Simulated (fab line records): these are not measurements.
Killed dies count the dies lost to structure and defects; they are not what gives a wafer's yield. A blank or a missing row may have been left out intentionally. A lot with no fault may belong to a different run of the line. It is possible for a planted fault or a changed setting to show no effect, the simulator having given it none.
Which tool is to blame?	flow nand_harc	72 wafers from 24 lots sampled at 5 of the route's 1302 steps

## WHAT THE GAUGES READ, wafer by wafer
NHARC_P_M2_INSPECT_27.
lot	measured	on	raw_defect_count
L074	day 6 17:26	defect_inspect-01	377 314 363
L075	day 7 11:08	defect_inspect-01	181 333 321
L076	day 7 12:44	defect_inspect-02	405 299 207
L077	day 7 19:11	defect_inspect-01	386 443 223
L078	day 8 01:17	defect_inspect-02	452 593 258
L079	day 8 14:02	defect_inspect-01	238 217 232
L080	day 8 23:14	defect_inspect-01	441 310 339
L081	day 9 16:15	defect_inspect-02	397 255 528
L082	day 9 17:01	defect_inspect-01	267 152 352
L083	day 10 17:46	defect_inspect-01	171 174 201
L084	day 10 19:59	defect_inspect-01	298 194 199
L085	day 11 02:55	defect_inspect-02	299 411 649
L086	day 11 16:56	defect_inspect-01	365 289 526
L087	day 11 17:26	defect_inspect-02	326 280 282
L088	day 12 16:41	defect_inspect-01	205 229 390
L089	day 12 18:25	defect_inspect-02	208 233 178
L090	day 13 12:09	defect_inspect-02	272 228 197
L091	day 13 15:50	defect_inspect-02	286 233 216
L092	day 13 23:23	defect_inspect-01	311 223 341
L093	day 14 17:20	defect_inspect-01	345 254 172
L094	day 15 01:20	defect_inspect-01	221 247 265
L096	day 15 15:11	defect_inspect-01	140 185 203
L095	day 15 15:54	defect_inspect-01	211 292 259
L097	day 16 01:52	defect_inspect-01	365 490 209

## TOOL THAT RAN EACH LOT (tool first, then ch and the chambers of the sampled wafers, then the start)
lot	NHARC_P_M0_PRE_CLEAN_29	NHARC_P_M0_DEP_32	NHARC_P_M1_ETCH_28	NHARC_P_M2_PVD_20
L074	pvd_sputter-02, day 6 09:12 or earlier	pecvd-02 ch 0,1,2, day 6 09:12	rie_diel-07 ch 0,1,2, day 6 17:26 or earlier	pvd_sputter-02, day 6 17:26 or earlier
L075	pvd_sputter-01, day 7 02:58 or earlier	pecvd-04 ch 0,1, day 7 02:58	rie_diel-03 ch 0,3, day 7 11:08 or earlier	pvd_sputter-01, day 7 11:08 or earlier
L076	pvd_sputter-02, day 7 04:46 or earlier	pecvd-01 ch 0,1, day 7 04:46	rie_diel-06 ch 0,1, day 7 12:44 or earlier	pvd_sputter-02, day 7 12:44 or earlier
L077	pvd_sputter-03, day 7 10:41 or earlier	pecvd-04 ch 0,1,2, day 7 10:41	rie_diel-07 ch 0,1,3, day 7 19:11 or earlier	pvd_sputter-03, day 7 19:11 or earlier
L078	pvd_sputter-01, day 7 17:13 or earlier	pecvd-02 ch 0,2, day 7 17:13	rie_diel-07 ch 0,1,2, day 8 01:17 or earlier	pvd_sputter-01, day 8 01:17 or earlier
L079	pvd_sputter-02, day 8 05:59 or earlier	pecvd-04 ch 0,1,2, day 8 05:59	rie_diel-07 ch 0,1, day 8 14:02 or earlier	pvd_sputter-02, day 8 14:02 or earlier
L080	pvd_sputter-03, day 8 15:13 or earlier	pecvd-02 ch 0,1,2, day 8 15:13	rie_diel-03 ch 1,2,3, day 8 23:14 or earlier	pvd_sputter-02, day 8 23:14 or earlier
L081	pvd_sputter-01, day 9 08:06 or earlier	pecvd-01 ch 0,1,2, day 9 08:06	rie_diel-06 ch 0,1,2, day 9 16:15 or earlier	pvd_sputter-02, day 9 16:15 or earlier
L082	pvd_sputter-02, day 9 08:53 or earlier	pecvd-04 ch 0,1, day 9 08:53	rie_diel-03 ch 0,3, day 9 17:01 or earlier	pvd_sputter-03, day 9 17:01 or earlier
L083	pvd_sputter-02, day 10 09:14 or earlier	pecvd-01 ch 0,2, day 10 09:14	rie_diel-03 ch 0,3, day 10 17:46 or earlier	pvd_sputter-02, day 10 17:46 or earlier
L084	pvd_sputter-02, day 10 11:38 or earlier	pecvd-01 ch 0,1, day 10 11:38	rie_diel-06 ch 0,3, day 10 19:59 or earlier	pvd_sputter-03, day 10 19:59 or earlier
L085	pvd_sputter-03, day 10 18:27 or earlier	pecvd-04 ch 0,1, day 10 18:27	rie_diel-06 ch 0,1,2, day 11 02:55 or earlier	pvd_sputter-01, day 11 02:55 or earlier
L086	pvd_sputter-02, day 11 08:41 or earlier	pecvd-02 ch 0,1,2, day 11 08:41	rie_diel-07 ch 0,2, day 11 16:56 or earlier	pvd_sputter-01, day 11 16:56 or earlier
L087	pvd_sputter-03, day 11 09:13 or earlier	pecvd-02 ch 1,2, day 11 09:13	rie_diel-07 ch 0,1,3, day 11 17:26 or earlier	pvd_sputter-03, day 11 17:26 or earlier
L088	pvd_sputter-02, day 12 08:31 or earlier	pecvd-01 ch 1,2, day 12 08:31	rie_diel-07 ch 0,1,2, day 12 16:41 or earlier	pvd_sputter-01, day 12 16:41 or earlier
L089	pvd_sputter-03, day 12 10:17 or earlier	pecvd-01 ch 0,2, day 12 10:17	rie_diel-03 ch 0,2,3, day 12 18:25 or earlier	pvd_sputter-03, day 12 18:25 or earlier
L090	pvd_sputter-03, day 13 03:34 or earlier	pecvd-01 ch 1,2, day 13 03:34	rie_diel-07 ch 1,2, day 13 12:09 or earlier	pvd_sputter-03, day 13 12:09 or earlier
L091	pvd_sputter-01, day 13 07:47 or earlier	pecvd-02 ch 1,2, day 13 07:47	rie_diel-06 ch 0,1,3, day 13 15:50 or earlier	pvd_sputter-03, day 13 15:50 or earlier
L092	pvd_sputter-02, day 13 15:20 or earlier	pecvd-02 ch 1,2, day 13 15:20	rie_diel-03 ch 0,1,2, day 13 23:23 or earlier	pvd_sputter-01, day 13 23:23 or earlier
L093	pvd_sputter-03, day 14 09:16 or earlier	pecvd-04 ch 0,1, day 14 09:16	rie_diel-07 ch 0,2, day 14 17:20 or earlier	pvd_sputter-01, day 14 17:20 or earlier
L094	pvd_sputter-02, day 14 17:17 or earlier	pecvd-01 ch 0,1, day 14 17:17	rie_diel-03 ch 0,3, day 15 01:20 or earlier	pvd_sputter-03, day 15 01:20 or earlier
L096	pvd_sputter-01, day 15 07:02 or earlier	pecvd-02 ch 0,2, day 15 07:02	rie_diel-06 ch 1,3, day 15 15:11 or earlier	pvd_sputter-01, day 15 15:11 or earlier
L095	pvd_sputter-02, day 15 07:43 or earlier	pecvd-04 ch 0,1,2, day 15 07:43	rie_diel-07 ch 0,1,3, day 15 15:54 or earlier	pvd_sputter-02, day 15 15:54 or earlier
L097	pvd_sputter-02, day 15 17:35 or earlier	pecvd-02 ch 0,2, day 15 17:35	rie_diel-06 ch 1,3, day 16 01:52 or earlier	pvd_sputter-03, day 16 01:52 or earlier
- NHARC_P_M0_PRE_CLEAN_29: time 30 s.
- NHARC_P_M0_DEP_32: deposits SiCN, target thk 30 nm.
- NHARC_P_M1_ETCH_28: etches the open film in CF4/N2, target depth 30 nm, time 72.99 s.
- NHARC_P_M2_PVD_20: deposits TaN, target thk 5 nm, time 8.06 s.

## WHAT THE TOOLS THEMSELVES READ (means of the sampled wafers that have a number; where no wafer has one, the mark that the record gives instead)
NHARC_P_M0_PRE_CLEAN_29.
lot	tool	heater_power_w (W)
L074	pvd_sputter-02	415
L075	pvd_sputter-01	417
L076	pvd_sputter-02	394
L077	pvd_sputter-03	398
L078	pvd_sputter-01	437
L079	pvd_sputter-02	418
L080	pvd_sputter-03	409
L081	pvd_sputter-01	377
L082	pvd_sputter-02	436
L083	pvd_sputter-02	421
L084	pvd_sputter-02	419
L085	pvd_sputter-03	385
L086	pvd_sputter-02	445
L087	pvd_sputter-03	381
L088	pvd_sputter-02	434
L089	pvd_sputter-03	390
L090	pvd_sputter-03	397
L091	pvd_sputter-01	407
L092	pvd_sputter-02	410
L093	pvd_sputter-03	398
L094	pvd_sputter-02	401
L096	pvd_sputter-01	411
L095	pvd_sputter-02	399
L097	pvd_sputter-02	407

NHARC_P_M0_DEP_32.
lot	tool	heater_power_outer_w (W)	heater_power_w (W)
L074	pecvd-02	339	590
L075	pecvd-04	319	565
L076	pecvd-01	338	591
L077	pecvd-04	346	619
L078	pecvd-02	352	587
L079	pecvd-04	318	575
L080	pecvd-02	330	576
L081	pecvd-01	348	633
L082	pecvd-04	350	606
L083	pecvd-01	345	640
L084	pecvd-01	330	588
L085	pecvd-04	309	562
L086	pecvd-02	364	634
L087	pecvd-02	373	653
L088	pecvd-01	372	645
L089	pecvd-01	296	579
L090	pecvd-01	383	686
L091	pecvd-02	333	608
L092	pecvd-02	279	491
L093	pecvd-04	313	570
L094	pecvd-01	344	604
L096	pecvd-02	358	619
L095	pecvd-04	366	655
L097	pecvd-02	301	505

NHARC_P_M1_ETCH_28.
lot	tool	drypump_motor_current_A (A)	oes_product_au (a.u.)	rf_vpp_V (V)	showerhead_plenum_p_Torr (Torr)	throttle_valve_pct (%)
L074	rie_diel-07	5.4	0.998	314.2	2.62	19.790
L075	rie_diel-03	5.7	1.001	312.6	2.53	19.805
L076	rie_diel-06	6.1	0.999	313.2	2.58	19.794
L077	rie_diel-07	5.5	1.002	315.1	2.68	19.786
L078	rie_diel-07	5.4	0.997	313.7	2.62	19.793
L079	rie_diel-07	5.7	0.997	314.9	2.65	19.794
L080	rie_diel-03	5.6	0.998	315.0	2.64	19.789
L081	rie_diel-06	6.3	0.999	314.4	2.59	19.797
L082	rie_diel-03	5.7	0.996	312.7	2.52	19.785
L083	rie_diel-03	6.0	0.995	312.8	2.51	19.788
L084	rie_diel-06	6.3	1.000	315.8	2.74	19.795
L085	rie_diel-06	6.3	1.006	314.0	2.59	19.795
L086	rie_diel-07	5.2	0.997	313.3	2.59	19.782
L087	rie_diel-07	5.6	0.991	314.5	2.67	19.791
L088	rie_diel-07	5.4	1.001	314.9	2.62	19.791
L089	rie_diel-03	5.7	0.994	312.2	2.54	19.803
L090	rie_diel-07	5.6	1.000	314.3	2.64	19.798
L091	rie_diel-06	6.3	0.996	314.4	2.62	19.788
L092	rie_diel-03	5.9	0.993	315.0	2.62	19.800
L093	rie_diel-07	5.2	1.012	313.2	2.59	19.793
L094	rie_diel-03	6.0	1.000	312.5	2.50	19.793
L096	rie_diel-06	6.5	0.992	317.9	2.82	19.787
L095	rie_diel-07	5.5	1.001	315.7	2.67	19.799
L097	rie_diel-06	6.4	0.999	317.4	2.81	19.786

NHARC_P_M2_PVD_20.
lot	tool	throttle_valve_pct (%)
L074	pvd_sputter-02	29.6
L075	pvd_sputter-01	29.9
L076	pvd_sputter-02	30.1
L077	pvd_sputter-03	29.6
L078	pvd_sputter-01	29.9
L079	pvd_sputter-02	29.7
L080	pvd_sputter-02	29.8
L081	pvd_sputter-02	30.1
L082	pvd_sputter-03	29.5
L083	pvd_sputter-02	29.1
L084	pvd_sputter-03	29.5
L085	pvd_sputter-01	29.5
L086	pvd_sputter-01	29.4
L087	pvd_sputter-03	30.2
L088	pvd_sputter-01	30.5
L089	pvd_sputter-03	29.7
L090	pvd_sputter-03	30.0
L091	pvd_sputter-03	29.5
L092	pvd_sputter-01	29.9
L093	pvd_sputter-01	30.6
L094	pvd_sputter-03	29.5
L096	pvd_sputter-01	29.4
L095	pvd_sputter-02	30.9
L097	pvd_sputter-03	30.4

## THE ANSWER, worked out from the rows above alone
Rule: the usual values come from the lots themselves. Put in order of their means at a reading, lots are off if they are a third of the lots or fewer, leave a main group of 4 or more, and stand apart from it by a gap of 3 or more times the standard deviation of the main group's means; of several such gaps the widest counts. Not used: any main group whose means are identical at the precision the tables above print for the reading. A lot without any number at a reading at which 4 lots or more have one is off too. Where the step has rows for the other lots, those lots are counted as sound. The gauges are gone through in route order, then the tools' own readings, and for those a lot's mean is taken as printed above. The first step at which some lot is off is used, and at that step the reading that is off furthest; a lot without a number counts as furthest.
Across all readings shown, no lot is off: no conclusion can be drawn from this.

## WHAT HAD BEEN PUT IN BY THE SIMULATOR
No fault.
